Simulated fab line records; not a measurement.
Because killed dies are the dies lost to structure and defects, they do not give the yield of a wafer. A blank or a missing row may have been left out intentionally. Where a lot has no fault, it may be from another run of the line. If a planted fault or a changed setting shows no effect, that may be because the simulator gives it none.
Matching of chambers | flow nand harc | NHARC_A_CONTACT_DEP_85 on pecvd-01 has 3 sister chambers
The step deposits SiON, target thk 60 nm. 3 wafers are shown with their chamber, then 10 later ones without.

EACH WAFER AND ITS CHAMBER
wafer  | chamber | heater power w (W)
L086.3 | 0       | 790
L087.1 | 1       | 721
L087.4 | 2       | 747

WAFERS WITH NO CHAMBER GIVEN
wafer  | heater power w (W)
L087.6 | 733
L088.1 | 741
L088.2 | 736
L088.5 | 752
L090.1 | 957
L090.2 | 738
L090.3 | 705
L090.4 | 696
L090.5 | 968
L090.6 | 749

THE CHAMBER EACH PASSED THROUGH
wafer  | from the rows above          | in truth
L087.6 | can't be placed: 1 or 2 or 0 | 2
L088.1 | can't be placed: 2 or 1 or 0 | 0
L088.2 | can't be placed: 2 or 1 or 0 | 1
L088.5 | can't be placed: 2 or 1 or 0 | 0
L090.1 | can't be placed: 0 or 2 or 1 | 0
L090.2 | can't be placed: 2 or 1 or 0 | 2
L090.3 | can't be placed: 1 or 2 or 0 | 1
L090.4 | can't be placed: 1 or 2 or 0 | 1
L090.5 | can't be placed: 0 or 2 or 1 | 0
L090.6 | can't be placed: 2 or 1 or 0 | 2
Correct placement for 0 of the 10. Unplaceable from these rows: 10, with the true chamber sitting among the candidates in 10. 0 placed wrongly.
How it was worked out, from the rows above alone: a wafer's distance from a chamber is the root of the sum, over the readings, of the square of ((its reading less the chamber's mean) divided by the reading's scatter). The wafer belongs to the nearest chamber; if the next one is less than 2 further off, it can't be placed. The mean given for a chamber averages the wafers shown for that chamber. The scatter: with one shown wafer a chamber, the root of the mean of the squares of how far each hidden wafer lies from its nearest shown one.
